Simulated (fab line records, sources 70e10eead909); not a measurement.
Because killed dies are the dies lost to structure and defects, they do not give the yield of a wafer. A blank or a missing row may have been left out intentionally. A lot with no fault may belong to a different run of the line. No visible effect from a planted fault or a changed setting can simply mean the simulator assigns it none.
The tool behind it: which one? ; flow nand harc ; 6 lots, 18 wafers sampled, at 5 steps of a route of 1302

## WHAT EACH GAUGE READ, for each wafer
NHARC_A_M1_THK_MEAS_24: measures by xrf.
lot;measured;on;thk nm (nm)
L103;day 26 01:56;film metro-02;155.2 155.1 153.4
L105;day 26 07:21;film metro-02;29.1 27.8 28.8
L114;day 29 11:28;film metro-02;154.0 154.9 154.7
L116;day 30 11:39;film metro-01;155.6 153.3 152.7
L118;day 31 05:38;film metro-02;154.9 154.4 154.4
L119;day 31 19:09;film metro-01;154.4 154.6 151.3

## TOOL THAT RAN EACH LOT (tool first, then ch and the chambers of the sampled wafers, then the start)
lot;NHARC_A_M1_ETCH_35;NHARC_A_M1_ECD_22;NHARC_A_M1_ANNEAL_31;NHARC_A_M1_CMP_23
L103;rie diel-01 ch 0,1,2, day 25 23:14;ecd cu-01 ch 0,1, day 26 00:52;rtp anneal-01 ch 0, day 26 01:16;cmp-02 ch 0,2,3, day 26 01:40
L105;rie diel-09 ch 0,2, day 26 05:02;ecd cu-02 ch 0,1, day 26 06:25;rtp anneal-02 ch 0, day 26 06:48;cmp-04 ch 0,1,2, day 26 07:05
L114;rie diel-12 ch 0,1,2, day 29 09:08;ecd cu-02 ch 0,1, day 29 10:29;rtp anneal-02 ch 0, day 29 10:51;cmp-04 ch 0,2,3, day 29 11:09
L116;rie diel-09 ch 1,2,3, day 30 09:20;ecd cu-01 ch 0,1, day 30 10:37;rtp anneal-01 ch 0, day 30 11:00;cmp-03 ch 2,3, day 30 11:22
L118;rie diel-12 ch 0,1,3, day 31 03:17;ecd cu-02 ch 0,1, day 31 04:35;rtp anneal-01 ch 0, day 31 04:58;cmp-04 ch 0,1, day 31 05:19
L119;rie diel-12 ch 1,2,3, day 31 16:46;ecd cu-02 ch 0,1, day 31 18:06;rtp anneal-02 ch 0, day 31 18:29;cmp-02 ch 0,1,3, day 31 18:52
- NHARC_A_M1_ETCH_35: etches the open film in N2/H2, target depth 40 nm, overetch 12 nm, time 43.94 s.
- NHARC_A_M1_ECD_22: material Cu, target thk 400 nm.
- NHARC_A_M1_ANNEAL_31: time 90 s.
- NHARC_A_M1_CMP_23: polishes, t overpolish 20 s, target thk 154.34 nm.

## THE ANSWER, worked out from the rows above alone
Rule: usual is defined by the lots themselves. Put in order of their means at a reading, lots are off if they are a third of the lots or fewer, leave a main group of 4 or more, and stand apart from it by a gap of 3 or more times the standard deviation of the main group's means; of several such gaps the widest counts. The tables above print the reading to a certain number of digits; a main group whose means all agree to those digits is not used. Also off: a lot with no number at a reading for which 4 or more lots have one. All remaining lots with rows at the step are treated as sound.
Off, at NHARC_A_M1_THK_MEAS_24 on thk nm: L105. Mean 154.2 nm and standard deviation 0.46 in the main group.
A tool fits if, at a process step before that reading, it ran every lot that is off, and no sound lot after the first of them. Gauges at NHARC_A_M1_THK_MEAS_24: tried the same way as those tools. None of those tried fits.

## WHAT THE SIMULATOR HAD PUT IN
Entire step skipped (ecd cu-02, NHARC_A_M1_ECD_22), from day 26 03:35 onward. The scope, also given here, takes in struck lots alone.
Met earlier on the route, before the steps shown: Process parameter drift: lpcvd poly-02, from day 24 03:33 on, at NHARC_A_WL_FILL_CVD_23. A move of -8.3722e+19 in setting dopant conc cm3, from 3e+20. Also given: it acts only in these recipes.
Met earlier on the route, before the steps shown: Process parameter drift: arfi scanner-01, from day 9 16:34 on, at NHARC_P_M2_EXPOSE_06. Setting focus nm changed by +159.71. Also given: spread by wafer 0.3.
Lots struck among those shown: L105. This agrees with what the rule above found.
